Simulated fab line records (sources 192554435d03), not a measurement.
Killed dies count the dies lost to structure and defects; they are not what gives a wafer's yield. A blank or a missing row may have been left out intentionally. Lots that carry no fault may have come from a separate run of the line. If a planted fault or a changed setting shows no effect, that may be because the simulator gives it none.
The same fault as seen by 2 desks | flow n5-finfet | what lay behind the numbers comes last; until then each desk has only its own

## DESK OF THE TOOL OWNER: pecvd-03
The tool's own readings at N5_BEOL_M12_ILD_DEP_00 (deposits SiOC from DEMS/O2, target thk 658.92 nm, time 130.7 s): means of the sampled wafers that have a number, for each lot that ran on this tool. The brackets show how far a lot's mean lies from the usual mean; more than 4 standard deviations puts the lot out of limits, marked OUT.
Columns: A = heater-power-w at N5_BEOL_M12_ILD_DEP_00, usual 497 W; B = run-length-s at N5_BEOL_M12_ILD_DEP_00, usual 175.7 s; C = showerhead-plenum-p-Torr at N5_BEOL_M12_ILD_DEP_00, usual 5.699 Torr; D = throttle-valve-pct at N5_BEOL_M12_ILD_DEP_00, usual 11.7 %
lot  | first seen here | A   | B               | C     | D
L867 | day 11 06:55    | 400 | 176.1           | 5.709 | 11.6
L875 | day 13 15:25    | 506 | 175.4           | 5.710 | 11.5
L874 | day 14 04:10    | 522 | 176.1           | 5.714 | 11.3
L880 | day 15 10:06    | 539 | 198.5 (+42) OUT | 5.713 | 12.0
L882 | day 15 17:19    | 578 | 221.9 (+85) OUT | 5.719 | 11.6
This desk finds L880, L882 out of limits, L880 being first, at day 15 10:06 (run-length-s at N5_BEOL_M12_ILD_DEP_00). In limits: L867, L875, L874.

## FROM THE METROLOGY DESK
Lot by lot, what the gauges showed, no matter which tool ran the lot: averages of those sampled wafers that carry a number. The brackets show how far a lot's mean lies from the usual mean; more than 4 standard deviations puts the lot out of limits, marked OUT.
Columns: A = V10_OVL at N5_BEOL_M11_OVL_MEAS_29, usual -0.3 nm; B = M12_ILD_THK at N5_BEOL_M12_THK_MEAS_01, usual 659 nm
lot  | first seen here | A    | B
L867 | day 11 03:29    | 0.5  | 655
L866 | day 11 05:38    | 1.0  | 646
L872 | day 12 16:52    | -0.2 | 657
L875 | day 13 10:36    | -1.0 | 659
L874 | day 14 00:47    | 0.1  | 668
L880 | day 15 04:49    | 0.5  | 779 (+14) OUT
L882 | day 15 13:27    | -1.1 | 890 (+28) OUT
L887 | day 16 17:03    | -0.3 | 653
L886 | day 16 20:31    | 0.5  | 665
This desk finds L880, L882 out of limits, with the earliest case on L880 at day 15 10:14 (M12_ILD_THK at N5_BEOL_M12_THK_MEAS_01). In limits: L867, L866, L872, L875, L874, L887, L886.

## PUT TOGETHER
On L880, L882, at day 15 10:06, an alarm was possible from the tool owner's desk.
At day 15 10:14 the metrology desk could have sounded an alarm, on L880, L882.
Of the lots named, all ran N5_BEOL_M12_ILD_DEP_00 on pecvd-03.

## WHAT THE SIMULATOR HAD INSERTED
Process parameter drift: pecvd-03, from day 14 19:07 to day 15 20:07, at N5_BEOL_M12_ILD_DEP_00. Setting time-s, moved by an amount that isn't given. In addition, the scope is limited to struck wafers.
Shown lots that were struck: L880, L882.
Hours from the fault's start to each desk's first reading out of limits: the tool owner's desk, 15; the metrology desk, 15.
